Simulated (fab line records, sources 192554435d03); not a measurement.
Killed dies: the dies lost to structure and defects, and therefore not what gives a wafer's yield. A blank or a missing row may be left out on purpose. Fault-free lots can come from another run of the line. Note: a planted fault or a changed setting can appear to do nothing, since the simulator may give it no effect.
Struck lot and sound lot, side by side + flow n5Finfet + 13 out of 1938 route steps
Sound: the wafers L431.1, L431.2, L431.5. Wafers L442.3, L442.4, L442.6 were the ones struck. Last of all comes the cause.
For every step that has rows: the tool of each side, followed by ch and its chambers, followed by its first start. Under that, the readings that differ: sound wafers + struck wafers + difference of the means + sigmas: that difference in standard deviations of wafers without a fault.
alike: a reading whose means differ by less than 2 such deviations, as well as words and numbers matching on both sides. not compared: withheld readings; readings where some wafer has no value; bounds like >300 that might hide an equal value; numbers whose values overlap and for which the record gives no deviation.
A row with sigmas, a row that says differs or no value, or rows on one side alone: a step with any of these is where the two part. When numbers do not overlap yet have no deviation, they are printed without sigmas and do not part them. A reading that every wafer of one side lacks parts them only if that side has two wafers or more.

first, 9 steps without rows for these wafers: N5_BEOL_M1_DESCUM_16 (chemistry O2, time 7 s); N5_BEOL_M1_ETCH_74 (etches underlayer in N2/H2, target depth 6.5 nm, time 5.2 s); N5_BEOL_M1_ETCH_63 (etches SiARC in CF4, target depth 15.6 nm, time 26 s); N5_BEOL_M1_ETCH_64 (etches SOC in N2/H2, target depth 75 nm, overetch 15 nm, time 112.5 s); N5_BEOL_M1_STRIP_65 (strips in N2/H2); N5_BEOL_M1_STRIP_75 (strips in N2/H2); N5_BEOL_M1_STRIP_66 (strips in CF4); N5_BEOL_M1_HM_OPEN_17 (chemistry Cl2/BCl3, target TiN, target depth 20 nm, overetch 6 nm); N5_BEOL_M1_STRIP_19 (strips in O2).
N5_BEOL_M1_COAT_67: time 60 s, resist thk 60 nm.
  sound on lithoTrack-04 ch 0, day 6 14:44; struck on lithoTrack-04 ch 0, day 9 12:38
| reading               | sound                | struck               | difference | sigmas |
|-----------------------|----------------------|----------------------|------------|--------|
| heaterPowerTotalW (W) | 498.8 497.8 502.3    | 510.0 508.0 511.8    | +10.3      | +6     |
| plateTempC (C)        | 250.23 250.03 250.02 | 253.68 253.58 253.69 | +3.56      | +21    |
  alike: spinSpeedRpm
then, 1 step without rows for these wafers: N5_BEOL_M1_COAT_68 (time 60 s, resist thk 12 nm).
-- a jump in the record: the struck wafers' starts before and after are 2 days apart (it breaks off in module BEOL_M1 and resumes in module BEOL_M4, where the first step shown is number 1111 of the route) --
N5_BEOL_M4_RC_MEAS_101:
  sound on prober-02 ch 0, day 8 15:35; struck on prober-02 ch 0, day 11 18:38
  alike: DIBL_N, DIBL_P, IOFF_N, IOFF_P, ION_N, ION_P, SS_N, SS_P, VT_N, VT_P
next, for these wafers, 1 step has no rows: N5_PASSIVATION_PROBE_49.

## WHERE THEY PART
N5_BEOL_M1_COAT_67 only, going by this record. Later steps at which nothing parts them and some readings are alike: N5_BEOL_M4_RC_MEAS_101.

WHY: what the simulator had put in
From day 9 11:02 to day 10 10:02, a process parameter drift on lithoTrack-04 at N5_BEOL_M1_COAT_67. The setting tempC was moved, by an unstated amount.
